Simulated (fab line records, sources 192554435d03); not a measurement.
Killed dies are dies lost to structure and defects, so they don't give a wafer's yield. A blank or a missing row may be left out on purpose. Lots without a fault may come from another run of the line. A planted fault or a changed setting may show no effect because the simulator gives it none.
One fault seen from 2 desks | flow n5_finfet | each desk has only its own numbers; what lay behind them comes last

THE TOOL OWNER'S DESK: pvd_sputter-01
The tool's own readings at N5_BEOL_M9_HM_DEP_02 (deposits TiN, target thk 20 nm): means of the sampled wafers that have a number, for each lot that ran on this tool. A lot is out of limits, marked OUT, if its mean lies more than 4 standard deviations from the usual mean; the brackets give that distance.
Columns: A = throttle_valve_pct at N5_BEOL_M9_HM_DEP_02, usual 30.1 %
lot  | first seen here | A
L332 | day 9 11:31     | 30.0
L336 | day 10 12:22    | 29.9
L337 | day 11 05:13    | 29.9
L342 | day 12 17:37    | 29.8
L343 | day 13 00:07    | 30.2
L346 | day 13 02:37    | 29.9
This desk's finding: nothing out of limits on any of the 6 lots.

THE METROLOGY DESK
What the gauges read, lot by lot, whatever tool the lot ran on: means of the sampled wafers that have a number. A lot is out of limits, marked OUT, if its mean lies more than 4 standard deviations from the usual mean; the brackets give that distance. Of its 11 readings 7 are shown: the one that was out of limits first, and those that lie furthest out on some lot.
Columns: A = DIBL_P at N5_BEOL_M4_RC_MEAS_101, usual 36.1 mV/V; B = IOFF_N at N5_BEOL_M4_RC_MEAS_101, usual 0.160 nA/um; C = IOFF_P at N5_BEOL_M4_RC_MEAS_101, usual 0.21 nA/um; D = ION_P at N5_BEOL_M4_RC_MEAS_101, usual 464 uA/um; E = SS_N at N5_BEOL_M4_RC_MEAS_101, usual 71.5 mV/dec; F = SS_P at N5_BEOL_M4_RC_MEAS_101, usual 73.3 mV/dec; G = trench_depth_nm at N5_BEOL_M9_OCD_MEAS_38, usual 149.9 nm
lot  | first seen here | A    | B     | C    | D   | E    | F    | G
L332 | day 7 20:04     | 35.1 | 0.144 | 0.19 | 453 | 71.7 | 73.0 | 148.8
L336 | day 8 23:21     | 35.5 | 0.146 | 0.20 | 464 | 70.9 | 73.2 | 150.0
L337 | day 9 12:39     | 36.4 | 0.157 | 0.23 | 467 | 71.5 | 73.3 | 151.1
L342 | day 10 18:33    | 38.0 | 0.197 | 0.26 | 464 | 73.0 | 73.1 | 128.6 (-8.5) OUT
L343 | day 10 20:14    | 40.3 | 0.221 | 0.32 | 484 | 72.3 | 74.6 | 130.3 (-7.8) OUT
L346 | day 11 04:11    | 33.9 | 0.135 | 0.20 | 463 | 71.3 | 72.7 | 137.8 (-4.8) OUT
L349 | day 12 04:14    | 36.6 | 0.167 | 0.20 | 460 | 71.2 | 73.4 | 150.0
L351 | day 13 09:56    | 35.1 | 0.158 | 0.19 | 467 | 71.2 | 73.0 | 148.8
L352 | day 13 13:07    | 36.9 | 0.172 | 0.23 | 474 | 71.6 | 73.1 | 149.2
L354 | day 13 15:26    | 35.5 | 0.149 | 0.22 | 462 | 71.4 | 73.0 | 148.5
This desk's finding: out of limits on L342, L343, L346; first on L342, day 12 21:19 (trench_depth_nm at N5_BEOL_M9_OCD_MEAS_38). In limits: L332, L336, L337, L349, L351, L352, L354.

PUT TOGETHER
The metrology desk could have raised an alarm at day 12 21:19, on L342, L343, L346.
The tool owner's desk saw nothing out of limits.
The tool owner's desk has L342, L343, L346 on record, within its limits.
Of the lots named, all ran N5_BEOL_M9_HM_DEP_02 on pvd_sputter-01.

WHAT THE SIMULATOR HAD PUT IN
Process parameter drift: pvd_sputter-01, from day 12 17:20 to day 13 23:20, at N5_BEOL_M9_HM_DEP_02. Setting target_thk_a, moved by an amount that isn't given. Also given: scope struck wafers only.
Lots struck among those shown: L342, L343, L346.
Hours from the fault's start to each desk's first reading out of limits: the metrology desk, 4.
